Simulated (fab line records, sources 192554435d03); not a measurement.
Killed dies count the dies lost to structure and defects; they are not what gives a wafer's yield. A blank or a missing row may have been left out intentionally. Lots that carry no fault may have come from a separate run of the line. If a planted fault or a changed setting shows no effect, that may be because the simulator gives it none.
Comparing a struck lot with a sound one / flow n5-finfet / 18 steps out of a route of 1938
Sound: these wafers, L801.1, L801.3, L801.4. Wafers L793.1, L793.3, L793.6 were the ones struck. Last of all comes the cause.
At each step with rows: each side's tool, then ch and its chambers, then its first start. Under that, the readings that differ: sound wafers / struck wafers / difference of the means / sigmas: that difference in standard deviations of wafers without a fault.
alike: same words and numbers on both sides, and readings whose means sit less than 2 such deviations apart. not compared: any withheld reading, any reading some wafer has no value for, any bound like >300 that may hide the same value, and any number with overlapping values for which the record gives no deviation.
Wherever a step has rows on one side only, a row that says differs or no value, or a row with sigmas, the two part there. Numbers that don't overlap but have no deviation are shown without sigmas and don't part them. A reading missing from all wafers of one side parts the sides only when that side holds two or more wafers.

first, 9 steps without rows for these wafers: N5_BEOL_M1_COAT_22 (resist thk 30 nm); N5_BEOL_M1_EBR_24; N5_BEOL_M1_SOFTBAKE_23 (time 60 s); N5_BEOL_M1_EXPOSE_25 (exposes mask V0, defocus 5 nm, target cd 24 nm); N5_BEOL_M1_PEB_26 (peb time 60 s); N5_BEOL_M1_DEVELOP_27 (develop time 30 s); N5_BEOL_M1_DESCUM_33 (chemistry O2, time 7 s); N5_BEOL_M1_ETCH_77 (etches underlayer in N2/H2, target depth 6.5 nm, time 5.2 s); N5_BEOL_M1_ETCH_69 (etches SiARC in CF4, target depth 15.6 nm, time 26 s).
N5_BEOL_M1_ALD_98: deposits SiO2, target thk 2.5 nm, pulse time 1 s, co reactant pulse time 1 s.
  sound on ald-sin-04 ch 1,2,3, day 10 23:43; struck on ald-sin-02 ch 0,1,2, day 8 18:40
  no value came back on the struck wafers for ald-cycles, chamber-pressure-Torr (Torr), heater-power-w (W), precursor-pulse-height-rel; on the sound wafers ald-cycles reads 17 17 17
then, 4 steps without rows for these wafers: N5_BEOL_M1_ETCHBACK_99 (etches SiO2 in CHF3, target depth 5 nm, time 10.4 s); N5_BEOL_M1_ETCH_70 (etches SOC in N2/H2, target depth 80 nm, overetch 16 nm, time 120 s); N5_BEOL_M1_STRIP_71 (strips in N2/H2); N5_BEOL_M1_STRIP_78 (strips in N2/H2).
N5_BEOL_M1_VIA_ETCH_34: etches the open film in C4F6/O2, target depth 67.8 nm, time 64.4 s.
  sound on rie-diel-01 ch 0,1,2, day 11 02:02; struck on rie-diel-03 ch 0,2,3, day 8 20:04
reading=model.BEOL_M1.cd-nm (nm); sound=17.8 18.4 17.8; struck=23.2 23 23.2; difference=+5.1; sigmas=
  alike: drypump-motor-current-A, mfc-ar-sccm, oes-product-au, rf-vpp-V, showerhead-plenum-p-Torr, throttle-valve-pct
  not compared: rf-hours-counter-h
then, 1 step without rows for these wafers: N5_BEOL_M1_STRIP_83 (strips in C4F6/O2).
N5_BEOL_M4_RC_MEAS_101:
  the record has rows for the sound wafers here (prober-02 ch 0, day 13 20:13) and none for the struck ones
-- a jump in the record: the struck wafers' starts before and after are 7 days apart (it breaks off in module BEOL_M4 and resumes in module PASSIVATION, where the first step shown is number 1936 of the route) --
N5_PASSIVATION_PROBE_49:
  rows exist in the record for the struck wafers here (prober-02, day 15 23:08), but not for the sound ones

WHERE THEY PART
Earliest at N5_BEOL_M1_ALD_98; latest, in this record, at N5_PASSIVATION_PROBE_49.

WHY: whatever the simulator had introduced
Beginning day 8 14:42, the whole step at N5_BEOL_M1_ALD_98 was skipped on ald-sin-02. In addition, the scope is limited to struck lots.
